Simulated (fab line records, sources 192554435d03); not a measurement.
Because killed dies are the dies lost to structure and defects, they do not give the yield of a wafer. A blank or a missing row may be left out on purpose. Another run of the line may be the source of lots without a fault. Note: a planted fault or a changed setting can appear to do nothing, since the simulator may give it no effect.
Split-lot experiment || flow n5-finfet || on a route of 1938 steps: 7 lots, 21 wafers read

## SPLIT DETAILS
At N5_BEOL_M4_COAT_73 (time 60 s, resist thk 5 nm), the setting spin-rpm was moved away from the recipe's 1500 rpm on 8 of the 21 wafers read, by -7.2% to +9.5%. This setting was run at the recipe's value on the other wafers.

## FROM THE SPLIT TO THE READING: what the file shows between them, 3 steps
- N5_BEOL_M4_COAT_05: resist thk 30 nm
- N5_BEOL_M4_EBR_07
- N5_BEOL_M4_DESCUM_16: chemistry O2, time 7 s

## THE READING
etch.depth-nm (the simulator's own value, which no gauge read), in nm, at N5_BEOL_M4_ETCH_74 (etches underlayer in N2/H2, target depth 6.5 nm, time 5.2 s). The file gives no usual value for it. Here, 13 wafers ran the recipe; their average is 5.012 nm with a standard deviation of 0.015 nm.

{"wafer": "L079.1", "tool, chamber at the split": "litho-track-01, 0", "spin-rpm as run, rpm": 1392, "against the recipe": "-7.2%", "etch.depth-nm, nm": 5.209, "against lot-mates on the recipe": "+0.201"}
{"wafer": "L079.2", "tool, chamber at the split": "litho-track-01, 0", "spin-rpm as run, rpm": 1500, "against the recipe": "recipe", "etch.depth-nm, nm": 5.001, "against lot-mates on the recipe": "-"}
{"wafer": "L079.6", "tool, chamber at the split": "litho-track-01, 0", "spin-rpm as run, rpm": 1500, "against the recipe": "recipe", "etch.depth-nm, nm": 5.014, "against lot-mates on the recipe": "-"}
{"wafer": "L081.3", "tool, chamber at the split": "litho-track-05, 0", "spin-rpm as run, rpm": 1582, "against the recipe": "+5.5%", "etch.depth-nm, nm": 4.866, "against lot-mates on the recipe": -0.138}
{"wafer": "L081.5", "tool, chamber at the split": "litho-track-05, 0", "spin-rpm as run, rpm": 1500, "against the recipe": "recipe", "etch.depth-nm, nm": 5.004, "against lot-mates on the recipe": "-"}
{"wafer": "L081.6", "tool, chamber at the split": "litho-track-05, 0", "spin-rpm as run, rpm": 1582, "against the recipe": "+5.5%", "etch.depth-nm, nm": 4.879, "against lot-mates on the recipe": -0.125}
{"wafer": "L082.1", "tool, chamber at the split": "litho-track-05, 0", "spin-rpm as run, rpm": 1416, "against the recipe": "-5.6%", "etch.depth-nm, nm": 5.155, "against lot-mates on the recipe": "+0.152"}
{"wafer": "L082.2", "tool, chamber at the split": "litho-track-05, 0", "spin-rpm as run, rpm": 1500, "against the recipe": "recipe", "etch.depth-nm, nm": 5.003, "against lot-mates on the recipe": "-"}
{"wafer": "L082.3", "tool, chamber at the split": "litho-track-05, 0", "spin-rpm as run, rpm": 1416, "against the recipe": "-5.6%", "etch.depth-nm, nm": 5.134, "against lot-mates on the recipe": "+0.131"}
{"wafer": "L086.3", "tool, chamber at the split": "litho-track-01, 0", "spin-rpm as run, rpm": 1500, "against the recipe": "recipe", "etch.depth-nm, nm": 5.015, "against lot-mates on the recipe": "-"}
{"wafer": "L086.5", "tool, chamber at the split": "litho-track-01, 0", "spin-rpm as run, rpm": 1500, "against the recipe": "recipe", "etch.depth-nm, nm": 5.024, "against lot-mates on the recipe": "-"}
{"wafer": "L086.6", "tool, chamber at the split": "litho-track-01, 0", "spin-rpm as run, rpm": 1500, "against the recipe": "recipe", "etch.depth-nm, nm": 5.049, "against lot-mates on the recipe": "-"}
{"wafer": "L088.1", "tool, chamber at the split": "litho-track-05, 0", "spin-rpm as run, rpm": 1500, "against the recipe": "recipe", "etch.depth-nm, nm": 4.986, "against lot-mates on the recipe": "-"}
{"wafer": "L088.2", "tool, chamber at the split": "litho-track-05, 0", "spin-rpm as run, rpm": 1587, "against the recipe": "+5.8%", "etch.depth-nm, nm": 4.849, "against lot-mates on the recipe": -0.141}
{"wafer": "L088.4", "tool, chamber at the split": "litho-track-05, 0", "spin-rpm as run, rpm": 1500, "against the recipe": "recipe", "etch.depth-nm, nm": 4.994, "against lot-mates on the recipe": "-"}
{"wafer": "L093.3", "tool, chamber at the split": "litho-track-04, 0", "spin-rpm as run, rpm": 1500, "against the recipe": "recipe", "etch.depth-nm, nm": 5.026, "against lot-mates on the recipe": "-"}
{"wafer": "L093.4", "tool, chamber at the split": "litho-track-04, 0", "spin-rpm as run, rpm": 1500, "against the recipe": "recipe", "etch.depth-nm, nm": 5.012, "against lot-mates on the recipe": "-"}
{"wafer": "L093.5", "tool, chamber at the split": "litho-track-04, 0", "spin-rpm as run, rpm": 1607, "against the recipe": "+7.1%", "etch.depth-nm, nm": 4.838, "against lot-mates on the recipe": -0.181}
{"wafer": "L095.1", "tool, chamber at the split": "litho-track-05, 0", "spin-rpm as run, rpm": 1500, "against the recipe": "recipe", "etch.depth-nm, nm": 5.016, "against lot-mates on the recipe": "-"}
{"wafer": "L095.2", "tool, chamber at the split": "litho-track-05, 0", "spin-rpm as run, rpm": 1500, "against the recipe": "recipe", "etch.depth-nm, nm": 5.01, "against lot-mates on the recipe": "-"}
{"wafer": "L095.4", "tool, chamber at the split": "litho-track-05, 0", "spin-rpm as run, rpm": 1643, "against the recipe": "+9.5%", "etch.depth-nm, nm": 4.777, "against lot-mates on the recipe": -0.236}

FIT RESULTS
A straight line over all 21 wafers: etch.depth-nm changes by -0.0253 nm for each +1% of spin-rpm; r = -0.99; the points scatter about the line by 0.015 nm.
The same after taking each lot's own level away (the mean of its wafers on the recipe; 21 wafers): -0.0253 nm for each +1%; r = -1.00; scatter 0.0092 nm.
On that fit, the largest move of spin-rpm shifts the reading by 0.24 nm.
From 4.9900 to 5.0293 nm: that is the span of the lots' own levels, equal to 2.6 times the standard deviation above.
The two slopes agree, so the slope changes little with the lot-to-lot level.
Check: for one of the wafers moved furthest among these (+9.5%), held out of the fit, the line's prediction against its lot-mates is -0.241 nm. Against them it came out at -0.236 nm.

## FURTHER SPLITS ON THESE WAFERS
Before the reading, these wafers also passed through other splits. Each is held against what the fit with the lots' levels taken away leaves over:
{"other split on the same wafers": "N5_BEOL_M1_EXPOSE_25 dose-mj", "wafers away from the commonest value": 8, "r with etch.depth-nm (lot level and that fit taken away)": "+0.01"}
{"other split on the same wafers": "N5_BEOL_M2_VIA_ETCH_34 source-w", "wafers away from the commonest value": 6, "r with etch.depth-nm (lot level and that fit taken away)": -0.16}
{"other split on the same wafers": "N5_BEOL_M4_HM_DEP_02 target-thk-a", "wafers away from the commonest value": 4, "r with etch.depth-nm (lot level and that fit taken away)": "+0.19"}

## THE FILE'S OWN FIT
etch.depth-nm changes by -0.0254 nm for each +1% of spin-rpm, r = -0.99.
